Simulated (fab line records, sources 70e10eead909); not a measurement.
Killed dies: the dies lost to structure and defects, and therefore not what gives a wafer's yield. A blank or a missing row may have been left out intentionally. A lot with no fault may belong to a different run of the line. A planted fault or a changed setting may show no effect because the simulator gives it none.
Chamber matching || flow nand harc || NHARC_P_M1_PRE_CLEAN_32 on pecvd-03: 3 sister chambers
The step time 12 s. 6 wafers are shown with their chamber, then 7 later ones without.

== WAFERS, EACH WITH ITS CHAMBER ==
{"wafer": "L205.3", "chamber": 2, "heater power w (W)": 662, "susceptor temp C (C)": 370.26}
{"wafer": "L205.6", "chamber": 2, "heater power w (W)": 649, "susceptor temp C (C)": 370.23}
{"wafer": "L207.4", "chamber": 0, "heater power w (W)": 553, "susceptor temp C (C)": 369.91}
{"wafer": "L207.5", "chamber": 1, "heater power w (W)": 481, "susceptor temp C (C)": 369.98}
{"wafer": "L208.1", "chamber": 0, "heater power w (W)": 656, "susceptor temp C (C)": 369.65}
{"wafer": "L208.5", "chamber": 1, "heater power w (W)": 433, "susceptor temp C (C)": 370.06}

== WAFERS WITHOUT THEIR CHAMBER ==
{"wafer": "L208.6", "heater power w (W)": 581, "susceptor temp C (C)": 369.65}
{"wafer": "L210.1", "heater power w (W)": 498, "susceptor temp C (C)": 370.06}
{"wafer": "L210.3", "heater power w (W)": 588, "susceptor temp C (C)": 370.39}
{"wafer": "L210.6", "heater power w (W)": 602, "susceptor temp C (C)": 370.34}
{"wafer": "L222.2", "heater power w (W)": 490, "susceptor temp C (C)": 369.73}
{"wafer": "L222.3", "heater power w (W)": 643, "susceptor temp C (C)": 370.36}
{"wafer": "L222.6", "heater power w (W)": 657, "susceptor temp C (C)": 369.84}

== EACH ONE'S CHAMBER ==
{"wafer": "L208.6", "from the rows above": 0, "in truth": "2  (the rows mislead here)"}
{"wafer": "L210.1", "from the rows above": 1, "in truth": 1}
{"wafer": "L210.3", "from the rows above": 2, "in truth": 2}
{"wafer": "L210.6", "from the rows above": 2, "in truth": 2}
{"wafer": "L222.2", "from the rows above": "can't be placed: 0 or 1", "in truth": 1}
{"wafer": "L222.3", "from the rows above": 2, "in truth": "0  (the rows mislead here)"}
{"wafer": "L222.6", "from the rows above": 0, "in truth": 0}
Correct placement for 4 of the 7. From these rows, 1 cannot be placed; in 1 the true chamber is one of the candidates. 2 placed wrongly.
How it was worked out, from the rows above alone: a wafer's distance from a chamber is the root of the sum, over the readings, of the square of ((its reading less the chamber's mean) divided by the reading's scatter). If the next closest chamber is less than 2 further off than the closest, the wafer can't be placed; otherwise it belongs to the closest. The mean given for a chamber averages the wafers shown for that chamber. How the scatter is found: for the shown wafers, subtract from each reading the mean of its chamber, square and add these, divide the total by (wafers less chambers), then take the root.
